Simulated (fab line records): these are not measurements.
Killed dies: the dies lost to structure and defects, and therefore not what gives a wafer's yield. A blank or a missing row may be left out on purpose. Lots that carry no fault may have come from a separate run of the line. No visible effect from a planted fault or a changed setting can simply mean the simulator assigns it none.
Chamber matching ; flow nandHarc ; NHARC_A_CHANNEL_FILL_D1_ALD_16 on aldHk-02 has 4 sister chambers
The step deposits SiO2, target thk 1.5 nm, pulse time 10 s, ald cycles 15. 8 wafers are shown with their chamber, then 6 later ones without.

== WAFERS, EACH WITH ITS CHAMBER ==
wafer;chamber;heaterPowerW (W);precursorPulseHeightRel
L673.5;1;462;1.013
L672.1;1;447;1.010
L672.5;3;405;1.035
L672.6;2;464;1.013
L675.3;3;388;1.011
L675.6;0;381;1.018
L676.2;2;458;1.031
L676.4;0;393;1.023

== WAFERS WITHOUT THEIR CHAMBER ==
wafer;heaterPowerW (W);precursorPulseHeightRel
L676.6;455;0.994
L678.1;466;0.994
L678.3;392;1.043
L678.6;389;1.024
L685.2;483;0.988
L685.5;494;1.022

== WHICH CHAMBER EACH WENT THROUGH ==
wafer;from the rows above;in truth
L676.6;can't be placed: 1 or 2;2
L678.1;can't be placed: 1 or 2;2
L678.3;can't be placed: 3 or 0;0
L678.6;can't be placed: 0 or 3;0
L685.2;can't be placed: 1 or 2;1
L685.5;can't be placed: 2 or 1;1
Placed correctly: 0 of 6. Unplaceable from these rows: 6, with the true chamber sitting among the candidates in 6. 0 placed wrongly.
How it was worked out, from the rows above alone: a wafer's distance from a chamber is the root of the sum, over the readings, of the square of ((its reading less the chamber's mean) divided by the reading's scatter). If the next closest chamber is less than 2 further off than the closest, the wafer can't be placed; otherwise it belongs to the closest. A chamber's mean is the mean of its shown wafers. The scatter: the root of (the sum of the squares of (reading less its chamber's mean) over the shown wafers, divided by (wafers less chambers)).
